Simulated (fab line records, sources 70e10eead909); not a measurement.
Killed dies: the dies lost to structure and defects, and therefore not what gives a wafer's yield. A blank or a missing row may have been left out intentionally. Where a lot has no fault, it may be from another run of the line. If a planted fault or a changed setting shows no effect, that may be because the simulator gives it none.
Chamber matching ; flow nand harc ; 4 sister chambers for NHARC_P_BONDPAD_DESCUM_11 on rie diel-02
The step chemistry O2, time 3 s. 8 wafers are shown with their chamber, then 7 later ones without.

## WAFERS, EACH WITH ITS CHAMBER
wafer;chamber;showerhead plenum p Torr (Torr);oes product au (a.u.)
L083.1;1;1.86;1.016
L083.2;0;2.00;1.005
L083.6;0;2.00;1.005
L084.6;2;1.92;1.001
L086.2;2;1.93;1.000
L086.5;3;1.91;1.013
L087.1;1;1.86;1.008
L087.2;3;1.91;1.005

## WAFERS WITH NO CHAMBER GIVEN
wafer;showerhead plenum p Torr (Torr);oes product au (a.u.)
L087.4;2.00;1.003
L092.2;1.92;0.996
L092.3;2.00;1.010
L092.4;1.86;1.013
L093.1;1.91;1.014
L093.3;2.00;1.011
L093.4;1.92;1.006

## CHAMBER TAKEN BY EACH
wafer;from the rows above;in truth
L087.4;0;0
L092.2;2;2
L092.3;0;0
L092.4;1;1
L093.1;3;3
L093.3;0;0
L093.4;can't be placed: 2 or 3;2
Correct placement for 6 of the 7. Cannot be placed on the basis of these rows: 1; the candidates contain the true chamber in 1. Wrongly placed: 0.
How it was worked out, from the rows above alone: a wafer's distance from a chamber is the root of the sum, over the readings, of the square of ((its reading less the chamber's mean) divided by the reading's scatter). If the next closest chamber is less than 2 further off than the closest, the wafer can't be placed; otherwise it belongs to the closest. Each chamber's mean is taken over the wafers shown for it. The scatter: take each reading less its chamber's mean, square it, sum over the shown wafers, divide by the number of wafers less the number of chambers, and take the root.
